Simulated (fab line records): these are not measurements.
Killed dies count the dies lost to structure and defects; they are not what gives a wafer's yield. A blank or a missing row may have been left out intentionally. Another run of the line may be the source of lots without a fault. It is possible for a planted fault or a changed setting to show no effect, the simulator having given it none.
fab line records || flow nand_harc
record: {"lots": 6, "wafers": 18, "last_day": 32}
route steps=1302 shown A_SOURCE_PLATE@418 A_ONON_D1@424 END@1302
lots with no fault: from the same line, run without faults
start_h: hours from the record's opening day to when the first of the lot's shown wafers began || wait_h: hours from the lot's prior step to this one || " unchanged from the row above || L1.1+2: one row covering several wafers at once || - value missing, or start not given || * or withheld: withheld || < > ~ a bound
route shown NAME@n: names a module that has steps shown in the file, with the first one's number in the route || usual: mean and standard deviation over wafers with no fault || same: alike in all rows || chamber/n: place in a boat || sites: per-site readings || _std_site: the standard deviation of these || _edge_site: mean of outer sites minus mean of inner sites || radius_mm: how far each site lies from the wafer's centre || mask NAME#n: copy n || behind: the last tool/chamber to shape the wafer || hold: why the lot was held/for how many hours/how that ended || device: the n, p or np transistor that did not switch || end of line: the tests these same wafers got at the end of their route || a step given without rows: its recipe and nothing more || killed: not the wafer's yield, but the dies lost to structure and defects at the first sort || map: dies across one wafer; x = killed, . = not, _ = none there
set.NAME: setting as actually run; set.NAME@STEP: the setting as run at that earlier step || model.NAME: the simulator's own value behind a step, which no gauge read
a table for each step, a row for each wafer; lots at some steps of the route
services: a tool's chamber out of use, with start hour (start_h, from the record's first day; less than 0 if before it), hours out, and reason
== steps ==
step: NHARC_A_SOURCE_PLATE_CVD_03
recipe: {"target_thk_a": 2000, "temp_c": 620, "pressure_mtorr": 200, "time_s": 4000, "material": "poly-Si"}
step: NHARC_A_SOURCE_PLATE_ANNEAL_05
recipe: {"temp_c": 850, "time_s": 1800}
step: NHARC_A_SOURCE_PLATE_THK_MEAS_06
recipe: {"thk_meas_gauge": "ellipsometry"}
usual: {"thk_nm": "200.1/2.4"}
{"lot.wafer": "L881.3", "tool": "film_metro-02", "chamber": "-", "start_h": 159.69, "wait_h": 0.4, "thk_nm": 201.1}
{"lot.wafer": "L881.4", "tool": "film_metro-02", "chamber": "-", "start_h": 159.69, "wait_h": 0.4, "thk_nm": 199.8}
{"lot.wafer": "L881.5", "tool": "film_metro-02", "chamber": "-", "start_h": 159.69, "wait_h": 0.4, "thk_nm": 201.5}
{"lot.wafer": "L884.1", "tool": "film_metro-01", "chamber": "-", "start_h": 188.58, "wait_h": 0.4, "thk_nm": 200.6}
{"lot.wafer": "L884.3", "tool": "film_metro-01", "chamber": "-", "start_h": 188.58, "wait_h": 0.4, "thk_nm": 201.1}
{"lot.wafer": "L884.6", "tool": "film_metro-01", "chamber": "-", "start_h": 188.58, "wait_h": 0.4, "thk_nm": 203.1}
{"lot.wafer": "L889.1", "tool": "film_metro-01", "chamber": "-", "start_h": 241.89, "wait_h": 0.4, "thk_nm": 205.5}
{"lot.wafer": "L889.2", "tool": "film_metro-01", "chamber": "-", "start_h": 241.89, "wait_h": 0.4, "thk_nm": 203.7}
{"lot.wafer": "L889.6", "tool": "film_metro-01", "chamber": "-", "start_h": 241.89, "wait_h": 0.4, "thk_nm": 202.8}
{"lot.wafer": "L891.2", "tool": "film_metro-02", "chamber": "-", "start_h": 265.99, "wait_h": 0.4, "thk_nm": 199.9}
{"lot.wafer": "L891.3", "tool": "film_metro-02", "chamber": "-", "start_h": 265.99, "wait_h": 0.4, "thk_nm": 204.1}
{"lot.wafer": "L891.6", "tool": "film_metro-02", "chamber": "-", "start_h": 265.99, "wait_h": 0.4, "thk_nm": 203.3}
{"lot.wafer": "L900.3", "tool": "film_metro-01", "chamber": "-", "start_h": 348.82, "wait_h": 0.4, "thk_nm": 199.5}
{"lot.wafer": "L900.4", "tool": "film_metro-01", "chamber": "-", "start_h": 348.82, "wait_h": 0.4, "thk_nm": 199.7}
{"lot.wafer": "L900.6", "tool": "film_metro-01", "chamber": "-", "start_h": 348.82, "wait_h": 0.4, "thk_nm": 197.9}
{"lot.wafer": "L901.4", "tool": "film_metro-01", "chamber": "-", "start_h": 358.15, "wait_h": 0.4, "thk_nm": 200.9}
{"lot.wafer": "L901.5", "tool": "film_metro-01", "chamber": "-", "start_h": 358.15, "wait_h": 0.4, "thk_nm": 199.1}
{"lot.wafer": "L901.6", "tool": "film_metro-01", "chamber": "-", "start_h": 358.15, "wait_h": 0.4, "thk_nm": 202.2}
step: NHARC_A_SOURCE_PLATE_INSPECT_08
usual: {"raw_defect_count": "56/24"}
{"lot.wafer": "L881.3", "tool": "defect_inspect-01", "chamber": "-", "start_h": 159.76, "wait_h": 0.0, "raw_defect_count": 48}
{"lot.wafer": "L881.4", "tool": "defect_inspect-01", "chamber": "-", "start_h": 159.76, "wait_h": 0.0, "raw_defect_count": 33}
{"lot.wafer": "L881.5", "tool": "defect_inspect-01", "chamber": "-", "start_h": 159.76, "wait_h": 0.0, "raw_defect_count": 41}
{"lot.wafer": "L884.1", "tool": "defect_inspect-01", "chamber": "-", "start_h": 188.66, "wait_h": 0.0, "raw_defect_count": 80}
{"lot.wafer": "L884.3", "tool": "defect_inspect-01", "chamber": "-", "start_h": 188.66, "wait_h": 0.0, "raw_defect_count": 56}
{"lot.wafer": "L884.6", "tool": "defect_inspect-01", "chamber": "-", "start_h": 188.66, "wait_h": 0.0, "raw_defect_count": 54}
{"lot.wafer": "L889.1", "tool": "defect_inspect-01", "chamber": "-", "start_h": 242.00, "wait_h": 0.0, "raw_defect_count": 32}
{"lot.wafer": "L889.2", "tool": "defect_inspect-01", "chamber": "-", "start_h": 242.00, "wait_h": 0.0, "raw_defect_count": 62}
{"lot.wafer": "L889.6", "tool": "defect_inspect-01", "chamber": "-", "start_h": 242.00, "wait_h": 0.0, "raw_defect_count": 50}
{"lot.wafer": "L891.2", "tool": "defect_inspect-02", "chamber": "-", "start_h": 266.08, "wait_h": 0.0, "raw_defect_count": 68}
{"lot.wafer": "L891.3", "tool": "defect_inspect-02", "chamber": "-", "start_h": 266.08, "wait_h": 0.0, "raw_defect_count": 60}
{"lot.wafer": "L891.6", "tool": "defect_inspect-02", "chamber": "-", "start_h": 266.08, "wait_h": 0.0, "raw_defect_count": 78}
{"lot.wafer": "L900.3", "tool": "defect_inspect-02", "chamber": "-", "start_h": 348.88, "wait_h": 0.0, "raw_defect_count": 26}
{"lot.wafer": "L900.4", "tool": "defect_inspect-02", "chamber": "-", "start_h": 348.88, "wait_h": 0.0, "raw_defect_count": 21}
{"lot.wafer": "L900.6", "tool": "defect_inspect-02", "chamber": "-", "start_h": 348.88, "wait_h": 0.0, "raw_defect_count": 41}
{"lot.wafer": "L901.4", "tool": "defect_inspect-02", "chamber": "-", "start_h": 358.21, "wait_h": 0.0, "raw_defect_count": 75}
{"lot.wafer": "L901.5", "tool": "defect_inspect-02", "chamber": "-", "start_h": 358.21, "wait_h": 0.0, "raw_defect_count": 35}
{"lot.wafer": "L901.6", "tool": "defect_inspect-02", "chamber": "-", "start_h": 358.21, "wait_h": 0.0, "raw_defect_count": 46}
step: NHARC_A_ONON_D1_DEP_00
recipe: {"target_thk_a": 10000, "n2_flow_sccm": 2750, "n2o_flow_sccm": 2000, "nh3_flow_sccm": 500, "sih4_flow_sccm": 210, "temp_c": 400}
step: NHARC_A_ONON_D1_THK_MEAS_02
recipe: {"thk_meas_gauge": "ellipsometry"}
usual: {"thk_nm": "1001/6.9"}
{"lot.wafer": "L881.3", "tool": "film_metro-02", "chamber": "-", "start_h": 160.33, "wait_h": "-", "thk_nm": 1008}
{"lot.wafer": "L881.4", "tool": "film_metro-02", "chamber": "-", "start_h": 160.33, "wait_h": "-", "thk_nm": 1009}
{"lot.wafer": "L881.5", "tool": "film_metro-02", "chamber": "-", "start_h": 160.33, "wait_h": "-", "thk_nm": 1007}
{"lot.wafer": "L884.1", "tool": "film_metro-02", "chamber": "-", "start_h": 189.24, "wait_h": "-", "thk_nm": 999}
{"lot.wafer": "L884.3", "tool": "film_metro-02", "chamber": "-", "start_h": 189.24, "wait_h": "-", "thk_nm": 998}
{"lot.wafer": "L884.6", "tool": "film_metro-02", "chamber": "-", "start_h": 189.24, "wait_h": "-", "thk_nm": 997}
{"lot.wafer": "L889.1", "tool": "film_metro-02", "chamber": "-", "start_h": 242.57, "wait_h": "-", "thk_nm": 1005}
{"lot.wafer": "L889.2", "tool": "film_metro-02", "chamber": "-", "start_h": 242.57, "wait_h": "-", "thk_nm": 1006}
{"lot.wafer": "L889.6", "tool": "film_metro-02", "chamber": "-", "start_h": 242.57, "wait_h": "-", "thk_nm": 1006}
{"lot.wafer": "L891.2", "tool": "film_metro-02", "chamber": "-", "start_h": 266.65, "wait_h": "-", "thk_nm": 996}
{"lot.wafer": "L891.3", "tool": "film_metro-02", "chamber": "-", "start_h": 266.65, "wait_h": "-", "thk_nm": 994}
{"lot.wafer": "L891.6", "tool": "film_metro-02", "chamber": "-", "start_h": 266.65, "wait_h": "-", "thk_nm": 993}
{"lot.wafer": "L900.3", "tool": "film_metro-01", "chamber": "-", "start_h": 349.46, "wait_h": "-", "thk_nm": 997}
{"lot.wafer": "L900.4", "tool": "film_metro-01", "chamber": "-", "start_h": 349.46, "wait_h": "-", "thk_nm": 997}
{"lot.wafer": "L900.6", "tool": "film_metro-01", "chamber": "-", "start_h": 349.46, "wait_h": "-", "thk_nm": 996}
{"lot.wafer": "L901.4", "tool": "film_metro-02", "chamber": "-", "start_h": 358.79, "wait_h": "-", "thk_nm": 1010}
{"lot.wafer": "L901.5", "tool": "film_metro-02", "chamber": "-", "start_h": 358.79, "wait_h": "-", "thk_nm": 1011}
{"lot.wafer": "L901.6", "tool": "film_metro-02", "chamber": "-", "start_h": 358.79, "wait_h": "-", "thk_nm": 1011}
step: NHARC_A_ONON_D1_DEP_03
recipe: {"target_thk_a": 10000, "n2_flow_sccm": 2750, "n2o_flow_sccm": 2000, "nh3_flow_sccm": 500, "sih4_flow_sccm": 210, "temp_c": 400}
step: NHARC_A_ONON_D1_THK_MEAS_05
recipe: {"thk_meas_gauge": "ellipsometry"}
usual: {"thk_nm": "998/8.6"}
{"lot.wafer": "L881.3", "tool": "film_metro-02", "chamber": "-", "start_h": 160.90, "wait_h": "-", "thk_nm": 1013}
{"lot.wafer": "L881.4", "tool": "film_metro-02", "chamber": "-", "start_h": 160.90, "wait_h": "-", "thk_nm": 1012}
{"lot.wafer": "L881.5", "tool": "film_metro-02", "chamber": "-", "start_h": 160.90, "wait_h": "-", "thk_nm": 1013}
{"lot.wafer": "L884.1", "tool": "film_metro-01", "chamber": "-", "start_h": 189.81, "wait_h": "-", "thk_nm": 998}
{"lot.wafer": "L884.3", "tool": "film_metro-01", "chamber": "-", "start_h": 189.81, "wait_h": "-", "thk_nm": 997}
{"lot.wafer": "L884.6", "tool": "film_metro-01", "chamber": "-", "start_h": 189.81, "wait_h": "-", "thk_nm": 997}
{"lot.wafer": "L889.1", "tool": "film_metro-02", "chamber": "-", "start_h": 243.14, "wait_h": "-", "thk_nm": 992}
{"lot.wafer": "L889.2", "tool": "film_metro-02", "chamber": "-", "start_h": 243.14, "wait_h": "-", "thk_nm": 991}
{"lot.wafer": "L889.6", "tool": "film_metro-02", "chamber": "-", "start_h": 243.14, "wait_h": "-", "thk_nm": 993}
{"lot.wafer": "L891.2", "tool": "film_metro-01", "chamber": "-", "start_h": 267.21, "wait_h": "-", "thk_nm": 991}
{"lot.wafer": "L891.3", "tool": "film_metro-01", "chamber": "-", "start_h": 267.21, "wait_h": "-", "thk_nm": 990}
{"lot.wafer": "L891.6", "tool": "film_metro-01", "chamber": "-", "start_h": 267.21, "wait_h": "-", "thk_nm": 990}
{"lot.wafer": "L900.3", "tool": "film_metro-01", "chamber": "-", "start_h": 350.03, "wait_h": "-", "thk_nm": 1003}
{"lot.wafer": "L900.4", "tool": "film_metro-01", "chamber": "-", "start_h": 350.03, "wait_h": "-", "thk_nm": 1004}
{"lot.wafer": "L900.6", "tool": "film_metro-01", "chamber": "-", "start_h": 350.03, "wait_h": "-", "thk_nm": 1003}
{"lot.wafer": "L901.4", "tool": "film_metro-01", "chamber": "-", "start_h": 359.35, "wait_h": "-", "thk_nm": 1002}
{"lot.wafer": "L901.5", "tool": "film_metro-01", "chamber": "-", "start_h": 359.35, "wait_h": "-", "thk_nm": 1003}
{"lot.wafer": "L901.6", "tool": "film_metro-01", "chamber": "-", "start_h": 359.35, "wait_h": "-", "thk_nm": 1003}
step: NHARC_A_ONON_D1_DEP_06
recipe: {"target_thk_a": 10000, "n2_flow_sccm": 2750, "n2o_flow_sccm": 2000, "nh3_flow_sccm": 500, "sih4_flow_sccm": 210, "temp_c": 400}
step: NHARC_A_ONON_D1_THK_MEAS_08
recipe: {"thk_meas_gauge": "ellipsometry"}
usual: {"thk_nm": "994/11"}
{"lot.wafer": "L881.3", "tool": "film_metro-01", "chamber": "-", "start_h": 161.47, "wait_h": "-", "thk_nm": 984}
{"lot.wafer": "L881.4", "tool": "film_metro-01", "chamber": "-", "start_h": 161.47, "wait_h": "-", "thk_nm": 986}
{"lot.wafer": "L881.5", "tool": "film_metro-01", "chamber": "-", "start_h": 161.47, "wait_h": "-", "thk_nm": 986}
{"lot.wafer": "L884.1", "tool": "film_metro-01", "chamber": "-", "start_h": 190.37, "wait_h": "-", "thk_nm": 976}
{"lot.wafer": "L884.3", "tool": "film_metro-01", "chamber": "-", "start_h": 190.37, "wait_h": "-", "thk_nm": 976}
{"lot.wafer": "L884.6", "tool": "film_metro-01", "chamber": "-", "start_h": 190.37, "wait_h": "-", "thk_nm": 977}
{"lot.wafer": "L889.1", "tool": "film_metro-01", "chamber": "-", "start_h": 243.71, "wait_h": "-", "thk_nm": 978}
{"lot.wafer": "L889.2", "tool": "film_metro-01", "chamber": "-", "start_h": 243.71, "wait_h": "-", "thk_nm": 978}
{"lot.wafer": "L889.6", "tool": "film_metro-01", "chamber": "-", "start_h": 243.71, "wait_h": "-", "thk_nm": 978}
{"lot.wafer": "L891.2", "tool": "film_metro-01", "chamber": "-", "start_h": 267.78, "wait_h": "-", "thk_nm": 1002}
{"lot.wafer": "L891.3", "tool": "film_metro-01", "chamber": "-", "start_h": 267.78, "wait_h": "-", "thk_nm": 1003}
{"lot.wafer": "L891.6", "tool": "film_metro-01", "chamber": "-", "start_h": 267.78, "wait_h": "-", "thk_nm": 1004}
{"lot.wafer": "L900.3", "tool": "film_metro-01", "chamber": "-", "start_h": 350.58, "wait_h": "-", "thk_nm": 999}
{"lot.wafer": "L900.4", "tool": "film_metro-01", "chamber": "-", "start_h": 350.58, "wait_h": "-", "thk_nm": 997}
{"lot.wafer": "L900.6", "tool": "film_metro-01", "chamber": "-", "start_h": 350.58, "wait_h": "-", "thk_nm": 997}
{"lot.wafer": "L901.4", "tool": "film_metro-01", "chamber": "-", "start_h": 359.92, "wait_h": "-", "thk_nm": 982}
{"lot.wafer": "L901.5", "tool": "film_metro-01", "chamber": "-", "start_h": 359.92, "wait_h": "-", "thk_nm": 982}
{"lot.wafer": "L901.6", "tool": "film_metro-01", "chamber": "-", "start_h": 359.92, "wait_h": "-", "thk_nm": 979}
step: NHARC_A_ONON_D1_DEP_09
recipe: {"target_thk_a": 10000, "n2_flow_sccm": 2750, "n2o_flow_sccm": 2000, "nh3_flow_sccm": 500, "sih4_flow_sccm": 210, "temp_c": 400}
usual: {"sih4_flow_sccm": "210.1/0.66"}
{"lot.wafer": "L881.3", "tool": "pecvd_onon-02", "chamber": 0, "start_h": 161.65, "wait_h": 0.2, "sih4_flow_sccm": 210.0}
{"lot.wafer": "L881.4", "tool": "pecvd_onon-02", "chamber": 0, "start_h": 161.65, "wait_h": 0.2, "sih4_flow_sccm": 210.5}
{"lot.wafer": "L881.5", "tool": "pecvd_onon-02", "chamber": 0, "start_h": 161.65, "wait_h": 0.2, "sih4_flow_sccm": 209.5}
{"lot.wafer": "L884.1", "tool": "pecvd_onon-03", "chamber": 0, "start_h": 190.43, "wait_h": 0.1, "sih4_flow_sccm": 209.3}
{"lot.wafer": "L884.3", "tool": "pecvd_onon-03", "chamber": 0, "start_h": 190.43, "wait_h": 0.1, "sih4_flow_sccm": 210.1}
{"lot.wafer": "L884.6", "tool": "pecvd_onon-03", "chamber": 0, "start_h": 190.43, "wait_h": 0.1, "sih4_flow_sccm": 210.3}
{"lot.wafer": "L889.1", "tool": "pecvd_onon-02", "chamber": 0, "start_h": 243.76, "wait_h": 0.1, "sih4_flow_sccm": 209.7}
{"lot.wafer": "L889.2", "tool": "pecvd_onon-02", "chamber": 0, "start_h": 243.76, "wait_h": 0.1, "sih4_flow_sccm": 210.2}
{"lot.wafer": "L889.6", "tool": "pecvd_onon-02", "chamber": 0, "start_h": 243.76, "wait_h": 0.1, "sih4_flow_sccm": 209.0}
{"lot.wafer": "L891.2", "tool": "pecvd_onon-02", "chamber": 0, "start_h": 267.90, "wait_h": 0.1, "sih4_flow_sccm": 209.8}
{"lot.wafer": "L891.3", "tool": "pecvd_onon-02", "chamber": 0, "start_h": 267.90, "wait_h": 0.1, "sih4_flow_sccm": 210.4}
{"lot.wafer": "L891.6", "tool": "pecvd_onon-02", "chamber": 0, "start_h": 267.90, "wait_h": 0.1, "sih4_flow_sccm": 210.2}
{"lot.wafer": "L900.3", "tool": "pecvd_onon-01", "chamber": 0, "start_h": 350.76, "wait_h": 0.2, "sih4_flow_sccm": 210.3}
{"lot.wafer": "L900.4", "tool": "pecvd_onon-01", "chamber": 0, "start_h": 350.76, "wait_h": 0.2, "sih4_flow_sccm": 210.1}
{"lot.wafer": "L900.6", "tool": "pecvd_onon-01", "chamber": 0, "start_h": 350.76, "wait_h": 0.2, "sih4_flow_sccm": 209.6}
{"lot.wafer": "L901.4", "tool": "pecvd_onon-02", "chamber": 0, "start_h": 360.15, "wait_h": 0.2, "sih4_flow_sccm": 209.8}
{"lot.wafer": "L901.5", "tool": "pecvd_onon-02", "chamber": 0, "start_h": 360.15, "wait_h": 0.2, "sih4_flow_sccm": 209.2}
{"lot.wafer": "L901.6", "tool": "pecvd_onon-02", "chamber": 0, "start_h": 360.15, "wait_h": 0.2, "sih4_flow_sccm": 209.2}
step: NHARC_A_ONON_D1_THK_MEAS_11
recipe: {"thk_meas_gauge": "ellipsometry"}
usual: {"thk_nm": "1000/10"}
{"lot.wafer": "L881.3", "tool": "film_metro-01", "chamber": "-", "start_h": 162.04, "wait_h": "-", "thk_nm": 994}
{"lot.wafer": "L881.4", "tool": "film_metro-01", "chamber": "-", "start_h": 162.04, "wait_h": "-", "thk_nm": 994}
{"lot.wafer": "L881.5", "tool": "film_metro-01", "chamber": "-", "start_h": 162.04, "wait_h": "-", "thk_nm": 992}
{"lot.wafer": "L884.1", "tool": "film_metro-02", "chamber": "-", "start_h": 190.94, "wait_h": "-", "thk_nm": 1004}
{"lot.wafer": "L884.3", "tool": "film_metro-02", "chamber": "-", "start_h": 190.94, "wait_h": "-", "thk_nm": 1006}
{"lot.wafer": "L884.6", "tool": "film_metro-02", "chamber": "-", "start_h": 190.94, "wait_h": "-", "thk_nm": 1006}
{"lot.wafer": "L889.1", "tool": "film_metro-02", "chamber": "-", "start_h": 244.27, "wait_h": "-", "thk_nm": 600}
{"lot.wafer": "L889.2", "tool": "film_metro-02", "chamber": "-", "start_h": 244.27, "wait_h": "-", "thk_nm": 600}
{"lot.wafer": "L889.6", "tool": "film_metro-02", "chamber": "-", "start_h": 244.27, "wait_h": "-", "thk_nm": 602}
{"lot.wafer": "L891.2", "tool": "film_metro-02", "chamber": "-", "start_h": 268.35, "wait_h": "-", "thk_nm": 576}
{"lot.wafer": "L891.3", "tool": "film_metro-02", "chamber": "-", "start_h": 268.35, "wait_h": "-", "thk_nm": 576}
{"lot.wafer": "L891.6", "tool": "film_metro-02", "chamber": "-", "start_h": 268.35, "wait_h": "-", "thk_nm": 577}
{"lot.wafer": "L900.3", "tool": "film_metro-02", "chamber": "-", "start_h": 351.16, "wait_h": "-", "thk_nm": 980}
{"lot.wafer": "L900.4", "tool": "film_metro-02", "chamber": "-", "start_h": 351.16, "wait_h": "-", "thk_nm": 980}
{"lot.wafer": "L900.6", "tool": "film_metro-02", "chamber": "-", "start_h": 351.16, "wait_h": "-", "thk_nm": 981}
{"lot.wafer": "L901.4", "tool": "film_metro-02", "chamber": "-", "start_h": 360.49, "wait_h": "-", "thk_nm": 1003}
{"lot.wafer": "L901.5", "tool": "film_metro-02", "chamber": "-", "start_h": 360.49, "wait_h": "-", "thk_nm": 1005}
{"lot.wafer": "L901.6", "tool": "film_metro-02", "chamber": "-", "start_h": 360.49, "wait_h": "-", "thk_nm": 1006}
step: NHARC_A_ONON_D1_DEP_12
recipe: {"target_thk_a": 10000, "n2_flow_sccm": 2750, "n2o_flow_sccm": 2000, "nh3_flow_sccm": 500, "sih4_flow_sccm": 210, "temp_c": 400}
step: NHARC_END_SORT_01
recipe: {"temp_c": 25}
usual: {"killed_at_array": "56/19", "killed_at_other": "0.6/1", "killed_at_periphery": "3.9/2.7", "killed_dies": "61/19", "killed_open": "3.3/1.9", "killed_short": "2.4/1.7"}
same: {"gross_dies": 677}
{"lot.wafer": "L889.1", "tool": "prober-02", "chamber": 0, "start_h": 638.05, "wait_h": 2.6, "killed_at_array": 672, "killed_at_other": 0, "killed_at_periphery": 5, "killed_dies": 677, "killed_open": 1, "killed_short": 2}
{"lot.wafer": "L889.2", "tool": "prober-02", "chamber": 0, "start_h": 638.85, "wait_h": 2.8, "killed_at_array": 673, "killed_at_other": 0, "killed_at_periphery": 4, "killed_dies": 677, "killed_open": 4, "killed_short": 1}
{"lot.wafer": "L889.6", "tool": "prober-02", "chamber": 0, "start_h": 642.03, "wait_h": 4.0, "killed_at_array": 673, "killed_at_other": 0, "killed_at_periphery": 4, "killed_dies": 677, "killed_open": 5, "killed_short": 4}
{"lot.wafer": "L891.2", "tool": "prober-02", "chamber": 0, "start_h": 667.31, "wait_h": 2.8, "killed_at_array": 674, "killed_at_other": 2, "killed_at_periphery": 1, "killed_dies": 677, "killed_open": 5, "killed_short": 0}
{"lot.wafer": "L891.3", "tool": "prober-02", "chamber": 0, "start_h": 668.11, "wait_h": 3.1, "killed_at_array": 674, "killed_at_other": 1, "killed_at_periphery": 2, "killed_dies": 677, "killed_open": 2, "killed_short": 3}
{"lot.wafer": "L891.6", "tool": "prober-02", "chamber": 0, "start_h": 670.50, "wait_h": 4.0, "killed_at_array": 674, "killed_at_other": 1, "killed_at_periphery": 2, "killed_dies": 677, "killed_open": 3, "killed_short": 3}
killed by level:class
L889.1 A_ONON_D1:area_dep=649 A_CHANNEL_HOLE_D2:chamber_film_flake=7 P_GATE:chamber_film_flake=3 A_CHANNEL_HOLE_D1:chamber_film_flake=3 A_CHANNEL_FILL_D1:chamber_film_flake=3 A_WL_FILL:chamber_film_flake=3 A_DECK1_JOINT:chamber_film_flake=2 A_STAIRCASE:chamber_film_flake=2
L889.2 A_ONON_D1:area_dep=641 A_CHANNEL_HOLE_D2:chamber_film_flake=8 A_DECK1_JOINT:chamber_film_flake=5 A_CHANNEL_HOLE_D1:chamber_film_flake=4 A_SLIT:chamber_film_flake=4 P_GATE:chamber_film_flake=3 A_CHANNEL_FILL_D2:geometric_particle:open=2 A_WL_FILL:chamber_film_flake=2
L889.6 A_ONON_D1:area_dep=635 A_CHANNEL_HOLE_D2:chamber_film_flake=16 A_CHANNEL_FILL_D1:chamber_film_flake=3 A_CONTACT:chamber_film_flake=3 A_ONON_D1:geometric_particle:open=2 A_CHANNEL_FILL_D2:geometric_particle:short=2 P_GATE:chamber_film_flake=2 A_ZERO_WELL:chamber_film_flake=2
L891.2 A_ONON_D1:area_dep=593 A_SLIT:chamber_film_flake=35 A_CHANNEL_HOLE_D1:chamber_film_flake=27 A_CHANNEL_HOLE_D2:chamber_film_flake=11 THIN_TSV:chamber_film_flake=2 A_CONTACT:chamber_film_flake=2 A_SOURCE_PLATE:geometric_particle:open=1 A_ONON_D1:geometric_particle:open=1
L891.3 A_ONON_D1:area_dep=589 A_SLIT:chamber_film_flake=33 A_CHANNEL_HOLE_D1:chamber_film_flake=28 A_CHANNEL_HOLE_D2:chamber_film_flake=11 A_STAIRCASE:chamber_film_flake=3 P_GATE:chamber_film_flake=2 A_CONTACT:chamber_film_flake=2 A_M1:chamber_film_flake=2
L891.6 A_ONON_D1:area_dep=592 A_CHANNEL_HOLE_D1:chamber_film_flake=33 A_SLIT:chamber_film_flake=32 A_CHANNEL_HOLE_D2:chamber_film_flake=8 A_CONTACT:chamber_film_flake=2 A_CHANNEL_HOLE_D1:geometric_particle:short=1 A_CHANNEL_HOLE_D2:geometric_particle:open=1 A_SGD_CUT:geometric_particle:open=1
map L889.1 (x killed, . not)
____________x____________
_________xxxxxxx_________
_______xxxxxxxxxxx_______
______xxxxxxxxxxxxx______
_____xxxxxxxxxxxxxxx_____
____xxxxxxxxxxxxxxxxx____
____xxxxxxxxxxxxxxxxx____
___xxxxxxxxxxxxxxxxxxx___
___xxxxxxxxxxxxxxxxxxx___
__xxxxxxxxxxxxxxxxxxxxx__
__xxxxxxxxxxxxxxxxxxxxx__
_xxxxxxxxxxxxxxxxxxxxxxx_
_xxxxxxxxxxxxxxxxxxxxxxx_
_xxxxxxxxxxxxxxxxxxxxxxx_
_xxxxxxxxxxxxxxxxxxxxxxx_
_xxxxxxxxxxxxxxxxxxxxxxx_
xxxxxxxxxxxxxxxxxxxxxxxxx
xxxxxxxxxxxxxxxxxxxxxxxxx
xxxxxxxxxxxxxxxxxxxxxxxxx
xxxxxxxxxxxxxxxxxxxxxxxxx
xxxxxxxxxxxxxxxxxxxxxxxxx
_xxxxxxxxxxxxxxxxxxxxxxx_
_xxxxxxxxxxxxxxxxxxxxxxx_
_xxxxxxxxxxxxxxxxxxxxxxx_
_xxxxxxxxxxxxxxxxxxxxxxx_
_xxxxxxxxxxxxxxxxxxxxxxx_
__xxxxxxxxxxxxxxxxxxxxx__
__xxxxxxxxxxxxxxxxxxxxx__
___xxxxxxxxxxxxxxxxxxx___
___xxxxxxxxxxxxxxxxxxx___
____xxxxxxxxxxxxxxxxx____
____xxxxxxxxxxxxxxxxx____
_____xxxxxxxxxxxxxxx_____
______xxxxxxxxxxxxx______
_______xxxxxxxxxxx_______
_________xxxxxxx_________
____________x____________
map L891.2 (x killed, . not)
____________x____________
_________xxxxxxx_________
_______xxxxxxxxxxx_______
______xxxxxxxxxxxxx______
_____xxxxxxxxxxxxxxx_____
____xxxxxxxxxxxxxxxxx____
____xxxxxxxxxxxxxxxxx____
___xxxxxxxxxxxxxxxxxxx___
___xxxxxxxxxxxxxxxxxxx___
__xxxxxxxxxxxxxxxxxxxxx__
__xxxxxxxxxxxxxxxxxxxxx__
_xxxxxxxxxxxxxxxxxxxxxxx_
_xxxxxxxxxxxxxxxxxxxxxxx_
_xxxxxxxxxxxxxxxxxxxxxxx_
_xxxxxxxxxxxxxxxxxxxxxxx_
_xxxxxxxxxxxxxxxxxxxxxxx_
xxxxxxxxxxxxxxxxxxxxxxxxx
xxxxxxxxxxxxxxxxxxxxxxxxx
xxxxxxxxxxxxxxxxxxxxxxxxx
xxxxxxxxxxxxxxxxxxxxxxxxx
xxxxxxxxxxxxxxxxxxxxxxxxx
_xxxxxxxxxxxxxxxxxxxxxxx_
_xxxxxxxxxxxxxxxxxxxxxxx_
_xxxxxxxxxxxxxxxxxxxxxxx_
_xxxxxxxxxxxxxxxxxxxxxxx_
_xxxxxxxxxxxxxxxxxxxxxxx_
__xxxxxxxxxxxxxxxxxxxxx__
__xxxxxxxxxxxxxxxxxxxxx__
___xxxxxxxxxxxxxxxxxxx___
___xxxxxxxxxxxxxxxxxxx___
____xxxxxxxxxxxxxxxxx____
____xxxxxxxxxxxxxxxxx____
_____xxxxxxxxxxxxxxx_____
______xxxxxxxxxxxxx______
_______xxxxxxxxxxx_______
_________xxxxxxx_________
____________x____________
== services ==
{"tool": "pecvd_onon-02", "chamber": "-", "start_h": 185.00, "hours": 13.0, "kind": "pm"}
{"tool": "pecvd_onon-03", "chamber": "-", "start_h": 227.00, "hours": 13.0, "kind": "pm"}
{"tool": "pecvd_onon-01", "chamber": "-", "start_h": 269.12, "hours": 13.0, "kind": "pm"}
{"tool": "pecvd_onon-03", "chamber": "-", "start_h": 344.37, "hours": 14.3, "kind": "repair"}
== key ==
first_sign: {"step": "NHARC_A_ONON_D1_THK_MEAS_11", "reading": "thk_nm", "direction": "down", "sigmas": 40, "usual": 1000, "struck": 588}
effect: {"step": "NHARC_END_SORT_01", "reading": "killed_dies", "direction": "up", "sigmas": 33, "usual": 61, "struck": 677}
more_kills_born_at: {"NHARC_A_ONON_D1_DEP_09@pecvd_onon-02": 3699}
met_at NHARC_A_ONON_D1_DEP_09
struck_wafers L889.1,L889.2,L889.6,L891.2,L891.3,L891.6
later_rows_left_out L889.1,L889.2,L889.6,L891.2,L891.3,L891.6
tester_left_out L889,L891
onset_between 161.65 243.76
fault: {"kind": "process_parameter_drift", "tool": "pecvd_onon-02", "chamber": 0, "onset_h": 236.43, "steps": "NHARC_A_ONON_D1_DEP_09", "channel": "target_thk_a", "offset": "*", "shape": "step", "end_h": 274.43, "acts_in": "*", "stated": "*"}
tester_left_out: of these lots the tester's yield and bins aren't shown, on N5 and GAA mostly nor the transistor test; their killed dies are dies lost to structure and defects alone, not to doping, threshold or leakage, so they don't give the yield
later_rows_left_out: the simulator's readings of these wafers behind a module that went badly wrong aren't trusted and aren't shown, but for the sort
